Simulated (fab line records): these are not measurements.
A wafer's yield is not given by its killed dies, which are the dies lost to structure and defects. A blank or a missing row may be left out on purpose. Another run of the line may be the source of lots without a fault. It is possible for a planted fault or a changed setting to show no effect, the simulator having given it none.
Lot-split experiment + flow n5-finfet + 7 lots, 21 wafers read, on a route of 1938 steps

## ABOUT THE SPLIT
At N5_BEOL_M4_COAT_22 (resist thk 30 nm), the setting spin-rpm was moved away from the recipe's 1500 rpm on 7 of the 21 wafers read, by +3.1% to +10.7%. All remaining wafers had this setting at the recipe value.

## FROM THE SPLIT TO THE READING: what the file shows between them, 5 steps
- N5_BEOL_M4_EBR_24
- N5_BEOL_M4_SOFTBAKE_23: time 60 s
- N5_BEOL_M4_EXPOSE_25: exposes mask V3, defocus 5 nm
- N5_BEOL_M4_PEB_26: peb time 60 s
- N5_BEOL_M4_DEVELOP_27: develop time 30 s

## THE READING
CAR-EUV_of_BEOL_M4_COAT_22.thk-nm (the simulator's own value, which no gauge read), in nm, at N5_BEOL_M4_DESCUM_33 (chemistry O2, time 7 s). No usual value for it is given in the file. Average 26.0 nm, standard deviation 0.07 nm, over the 14 wafers here run with the recipe.

| wafer  | tool, chamber at the split | spin-rpm as run, rpm | against the recipe | CAR-EUV_of_BEOL_M4_COAT_22.thk-nm, nm | against lot-mates on the recipe |
|--------|----------------------------|----------------------|--------------------|---------------------------------------|---------------------------------|
| L074.2 | litho-track-03, 0          | 1500                 | recipe             | 26.2                                  | -                               |
| L074.4 | litho-track-03, 0          | 1500                 | recipe             | 26.2                                  | -                               |
| L074.3 | litho-track-03, 0          | 1660                 | +10.7%             | 24.6                                  | -1.6                            |
| L076.1 | litho-track-04, 0          | 1562                 | +4.1%              | 25.4                                  | -0.6                            |
| L076.3 | litho-track-04, 0          | 1562                 | +4.1%              | 25.6                                  | -0.4                            |
| L076.6 | litho-track-04, 0          | 1500                 | recipe             | 26                                    | -                               |
| L082.1 | litho-track-03, 0          | 1500                 | recipe             | 26                                    | -                               |
| L082.4 | litho-track-03, 0          | 1500                 | recipe             | 26                                    | -                               |
| L082.5 | litho-track-03, 0          | 1500                 | recipe             | 26                                    | -                               |
| L086.2 | litho-track-04, 0          | 1594                 | +6.3%              | 25.2                                  | no lot-mate on the recipe       |
| L086.5 | litho-track-04, 0          | 1594                 | +6.3%              | 25.2                                  | no lot-mate on the recipe       |
| L086.6 | litho-track-04, 0          | 1594                 | +6.3%              | 25.4                                  | no lot-mate on the recipe       |
| L095.2 | litho-track-02, 0          | 1500                 | recipe             | 26                                    | -                               |
| L095.4 | litho-track-02, 0          | 1500                 | recipe             | 26                                    | -                               |
| L095.5 | litho-track-02, 0          | 1500                 | recipe             | 26                                    | -                               |
| L094.2 | litho-track-03, 0          | 1500                 | recipe             | 26                                    | -                               |
| L094.3 | litho-track-03, 0          | 1500                 | recipe             | 26                                    | -                               |
| L094.4 | litho-track-03, 0          | 1547                 | +3.1%              | 25.4                                  | -0.6                            |
| L097.1 | litho-track-04, 0          | 1500                 | recipe             | 26                                    | -                               |
| L097.3 | litho-track-04, 0          | 1500                 | recipe             | 26                                    | -                               |
| L097.6 | litho-track-04, 0          | 1500                 | recipe             | 26                                    | -                               |

THE FIT
A straight line over all 21 wafers: CAR-EUV_of_BEOL_M4_COAT_22.thk-nm changes by -0.13 nm for each +1% of spin-rpm; r = -0.97; the points scatter about the line by 0.096 nm.
The same after taking each lot's own level away (the mean of its wafers on the recipe; 18 wafers): -0.147 nm for each +1%; r = -0.99; scatter 0.063 nm.
Per that fit: largest spin-rpm move, reading shift of 1.6 nm.
The lots' own levels span 26.00 to 26.20 nm, that is 2.9 times the standard deviation above.
Hence the slope depends on the lot-to-lot level, as the two fits are not the same.
Check: -1.45 nm against its lot-mates is what the line predicts for one of the wafers moved furthest among these (+10.7%) when that wafer is left out of the fit. It came out at -1.6 nm against them.

## THE WHOLE CHAIN: every reading that the file lists as answering this split, in the file's order
| step                  | what it does           | reading                                                                            | change (the file's fit)               | r (the file's) |
|-----------------------|------------------------|------------------------------------------------------------------------------------|---------------------------------------|----------------|
| N5_BEOL_M4_COAT_22    | resist thk 30 nm       | CAR-EUV_of_BEOL_M4_COAT_22.thk-nm (the simulator's own value, which no gauge read) | -0.135 nm for each +1% of the setting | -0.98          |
| N5_BEOL_M4_DEVELOP_27 | develop time 30 s      | CAR-EUV_of_BEOL_M4_COAT_22.thk-nm (the simulator's own value, which no gauge read) | -0.133 nm for each +1% of the setting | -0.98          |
| N5_BEOL_M4_DESCUM_33  | chemistry O2, time 7 s | CAR-EUV_of_BEOL_M4_COAT_22.thk-nm (the simulator's own value, which no gauge read) | -0.149 nm for each +1% of the setting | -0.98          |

## FILE'S OWN FIT
CAR-EUV_of_BEOL_M4_COAT_22.thk-nm changes by -0.149 nm for each +1% of spin-rpm, r = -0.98.
